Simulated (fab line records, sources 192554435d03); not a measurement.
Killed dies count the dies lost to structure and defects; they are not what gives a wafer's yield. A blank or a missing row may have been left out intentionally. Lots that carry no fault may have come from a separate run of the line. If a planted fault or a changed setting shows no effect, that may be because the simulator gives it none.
2 desks looking at one fault :: flow n5Finfet :: every desk sees just its own numbers, and what lay behind them comes last

THE METROLOGY DESK
Lot by lot, what the gauges showed, no matter which tool ran the lot: averages of those sampled wafers that carry a number. A lot is out of limits, marked OUT, if its mean lies more than 4 standard deviations from the usual mean; the brackets give that distance. It has 12 readings; the 7 that lie furthest out on some lot are the ones shown.
Columns: A = cdNm at N5_MOL_CONTACT_COAG_CD_MEAS_137, usual 16.0 nm; B = DIBL_P at N5_BEOL_M4_RC_MEAS_101, usual 35.4 mV/V; C = IOFF_P at N5_BEOL_M4_RC_MEAS_101, usual 0.20 nA/um; D = ION_N at N5_BEOL_M4_RC_MEAS_101, usual 672 uA/um; E = ION_P at N5_BEOL_M4_RC_MEAS_101, usual 461 uA/um; F = SS_P at N5_BEOL_M4_RC_MEAS_101, usual 73.1 mV/dec; G = VT_P at N5_BEOL_M4_RC_MEAS_101, usual -251 mV
lot: L277
first seen here: day 5 00:01
A: 16.0
B: 38.0
C: 0.24
D: 679
E: 467
F: 73.9
G: -246

lot: L281
first seen here: day 6 07:52
A: 16.1
B: 37.0
C: 0.19
D: 679
E: 458
F: 73.5
G: -254

lot: L283
first seen here: day 6 17:16
A: 16.2
B: 36.6
C: 0.23
D: 679
E: 467
F: 72.6
G: -247

lot: L286
first seen here: day 7 06:47
A: 16.4
B: 35.6
C: 0.20
D: 673
E: 458
F: 73.2
G: -248

lot: L292
first seen here: day 8 23:54
A: 15.8
B: 35.6
C: 0.19
D: 670
E: 454
F: 73.2
G: -254

lot: L294
first seen here: day 9 10:39
A: 15.9
B: 33.3
C: 0.19
D: 672
E: 465
F: 73.3
G: -250

lot: L297
first seen here: day 10 01:50
A: 15.7
B: 34.9
C: 0.16
D: 656
E: 449
F: 72.7
G: -257

lot: L298
first seen here: day 10 09:06
A: 15.9
B: 36.1
C: 0.19
D: 682
E: 466
F: 73.3
G: -251

lot: L299
first seen here: day 10 21:20
A: 16.2
B: 35.5
C: 0.18
D: 668
E: 459
F: 72.7
G: -251
This desk's finding: nothing out of limits on any of the 9 lots.

THE TOOL OWNER'S DESK: rieDiel-05
The tool's own readings at N5_MOL_CONTACT_COAG_ETCH_89 (etches underlayer in N2/H2, target depth 13 nm, time 10.4 s): means of the sampled wafers that have a number, for each lot that ran on this tool. A lot is out of limits, marked OUT, if its mean lies more than 4 standard deviations from the usual mean; the brackets give that distance. Shown are 7 of the 8 readings it has, namely the first that went out of limits plus those furthest out on some lot.
Columns: A = chamberPressureMTorr at N5_MOL_CONTACT_COAG_ETCH_89, usual 30.00 mTorr; B = drypumpMotorCurrentA at N5_MOL_CONTACT_COAG_ETCH_89, usual 5.6 A; C = etchRfOnTimeS at N5_MOL_CONTACT_COAG_ETCH_89, usual 10.34 s; D = oesProductAu at N5_MOL_CONTACT_COAG_ETCH_89, usual 0.70 a.u.; E = rfFwdPowerW at N5_MOL_CONTACT_COAG_ETCH_89, usual 819.0 W; F = rfVppV at N5_MOL_CONTACT_COAG_ETCH_89, usual 524.5 V; G = throttleValvePct at N5_MOL_CONTACT_COAG_ETCH_89, usual 17.82 %
lot: L281
first seen here: day 6 08:01
A: 30.01
B: 6.0
C: 10.13
D: 0.82
E: 821.1
F: 524.1
G: 17.66

lot: L283
first seen here: day 6 17:25
A: 29.98
B: 5.8
C: 8.85 (-8.8) OUT
D: 0.89
E: 822.1
F: 524.0
G: 17.70

lot: L286
first seen here: day 7 07:09
A: 30.03
B: 5.9
C: 7.98 (-14) OUT
D: 0.94
E: 820.0
F: 524.8
G: 17.78

lot: L297
first seen here: day 10 02:01
A: 29.98
B: 5.7
C: 10.35
D: 0.74
E: 819.9
F: 522.3
G: 17.57

lot: L298
first seen here: day 10 09:16
A: 30.02
B: 5.6
C: 10.19
D: 0.74
E: 818.0
F: 525.7
G: 17.71
This desk's verdict: out of limits on L283, L286, starting with L283 at day 6 17:25 (etchRfOnTimeS at N5_MOL_CONTACT_COAG_ETCH_89). L281, L297, L298 stayed within limits.

PUT TOGETHER
An alarm could have come from the tool owner's desk at day 6 17:25, on L283, L286.
At the metrology desk, nothing out of limits was observed.
The metrology desk holds a record of L283, L286, inside its limits.
All the named lots went through N5_MOL_CONTACT_COAG_ETCH_89 on rieDiel-05.

WHAT THE SIMULATOR HAD PUT IN
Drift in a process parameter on rieDiel-05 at N5_MOL_CONTACT_COAG_ETCH_89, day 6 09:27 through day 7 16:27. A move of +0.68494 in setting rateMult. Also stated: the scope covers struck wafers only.
Struck lots among those shown: L283, L286.
How many hours passed from the start of the fault until each desk's first out-of-limits reading: the tool owner's desk, 8.
